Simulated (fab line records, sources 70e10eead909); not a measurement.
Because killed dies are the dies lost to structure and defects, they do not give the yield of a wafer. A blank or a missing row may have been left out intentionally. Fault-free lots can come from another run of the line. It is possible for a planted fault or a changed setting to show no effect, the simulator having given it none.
Which tool is to blame? + flow nand_harc + Sampling: 11 lots, 33 wafers, 5 of 1302 route steps

## WHAT THE GAUGES READ, wafer by wafer
NHARC_END_SORT_01.
| lot  | measured     | on        | killed_at_array |
|------|--------------|-----------|-----------------|
| L422 | day 31 08:20 | prober-01 | 674 671 665     |
| L423 | day 31 17:40 | prober-01 | 675 675 675     |

## TOOL THAT RAN EACH LOT (tool first, then ch and the chambers of the sampled wafers, then the start)
| lot  | NHARC_A_STAIRCASE_TRIM_222                    | NHARC_A_STAIRCASE_ETCH_227                    | NHARC_A_STAIRCASE_ETCH_232                    | NHARC_A_STAIRCASE_ETCH_253         |
|------|-----------------------------------------------|-----------------------------------------------|-----------------------------------------------|------------------------------------|
| L406 | rie_diel-13 ch 0,1,2, day 17 01:41 or earlier | rie_diel-13 ch 0,1,3, day 17 01:41 or earlier | rie_diel-04 ch 0,1,3, day 17 01:41 or earlier | rie_diel-04 ch 0,2, day 17 01:41   |
| L409 | rie_diel-09 ch 1,3, day 18 07:06 or earlier   | rie_diel-09 ch 0,1, day 18 07:06 or earlier   | rie_diel-09 ch 0,1, day 18 07:06 or earlier   | rie_diel-09 ch 0,2,3, day 18 07:06 |
| L411 | rie_diel-04 ch 2,3, day 18 20:18 or earlier   | rie_diel-04 ch 0,2,3, day 18 20:18 or earlier | rie_diel-04 ch 1,3, day 18 20:18 or earlier   | rie_diel-09 ch 1,2,3, day 18 20:18 |
| L414 | rie_diel-04 ch 0,1,2, day 19 13:14 or earlier | rie_diel-04 ch 0,1,3, day 19 13:14 or earlier | rie_diel-04 ch 0,1,2, day 19 13:14 or earlier | rie_diel-04 ch 0,1,3, day 19 13:14 |
| L413 | rie_diel-09 ch 0,2, day 19 18:28 or earlier   | rie_diel-09 ch 0,2,3, day 19 18:28 or earlier | rie_diel-13 ch 1,2, day 19 18:28 or earlier   | rie_diel-04 ch 1,2, day 19 18:28   |
| L415 | rie_diel-13 ch 1,2,3, day 20 03:08 or earlier | rie_diel-13 ch 0,1,3, day 20 03:08 or earlier | rie_diel-13 ch 2,3, day 20 03:08 or earlier   | rie_diel-09 ch 0,1,3, day 20 03:08 |
| L417 | rie_diel-13 ch 0,1,2, day 20 22:45 or earlier | rie_diel-13 ch 1,2,3, day 20 22:45 or earlier | rie_diel-04 ch 1,2,3, day 20 22:45 or earlier | rie_diel-04 ch 0,3, day 20 22:45   |
| L418 | rie_diel-09 ch 0,2, day 21 08:35 or earlier   | rie_diel-09 ch 1,2,3, day 21 08:35 or earlier | rie_diel-09 ch 2,3, day 21 08:35 or earlier   | rie_diel-09 ch 0,1,3, day 21 08:35 |
| L421 | rie_diel-04 ch 0,1,2, day 23 04:54 or earlier | rie_diel-04 ch 1,2,3, day 23 04:54 or earlier | rie_diel-13 ch 1,2,3, day 23 04:54 or earlier | rie_diel-13 ch 0,1,3, day 23 04:54 |
| L422 | rie_diel-13 ch 1,2,3, day 23 05:29 or earlier | rie_diel-13 ch 1,2, day 23 05:29 or earlier   | rie_diel-09 ch 0,2,3, day 23 05:29 or earlier | rie_diel-04 ch 1,2,3, day 23 05:29 |
| L423 | rie_diel-09 ch 0,1, day 23 17:24 or earlier   | rie_diel-09 ch 0,2,3, day 23 17:24 or earlier | rie_diel-09 ch 1,2, day 23 17:24 or earlier   | rie_diel-09 ch 0,3, day 23 17:24   |
- NHARC_A_STAIRCASE_TRIM_222: chemistry O2, time 211.2 s.
- NHARC_A_STAIRCASE_ETCH_227: etches the open film in C4F8/O2, target depth 100 nm, time 40.5 s.
- NHARC_A_STAIRCASE_ETCH_232: etches the open film in C4F8/O2, target depth 100 nm, time 40.5 s.
- NHARC_A_STAIRCASE_ETCH_253: etches the open film in C4F8/O2, target depth 50 nm, time 20.2 s.

## THE ANSWER, worked out from the rows above alone
Rule: what is usual is taken from the lots themselves. Put in order of their means at a reading, lots are off if they are a third of the lots or fewer, leave a main group of 4 or more, and stand apart from it by a gap of 3 or more times the standard deviation of the main group's means; of several such gaps the widest counts. A main group whose means are all the same, to the digits that the tables above print for the reading, isn't used. Also off: a lot with no number at a reading for which 4 or more lots have one. The other lots that the step has rows for count as sound.
No lot is off on any of the readings shown, so nothing can be concluded from this.

## WHAT HAD BEEN PUT IN BY THE SIMULATOR
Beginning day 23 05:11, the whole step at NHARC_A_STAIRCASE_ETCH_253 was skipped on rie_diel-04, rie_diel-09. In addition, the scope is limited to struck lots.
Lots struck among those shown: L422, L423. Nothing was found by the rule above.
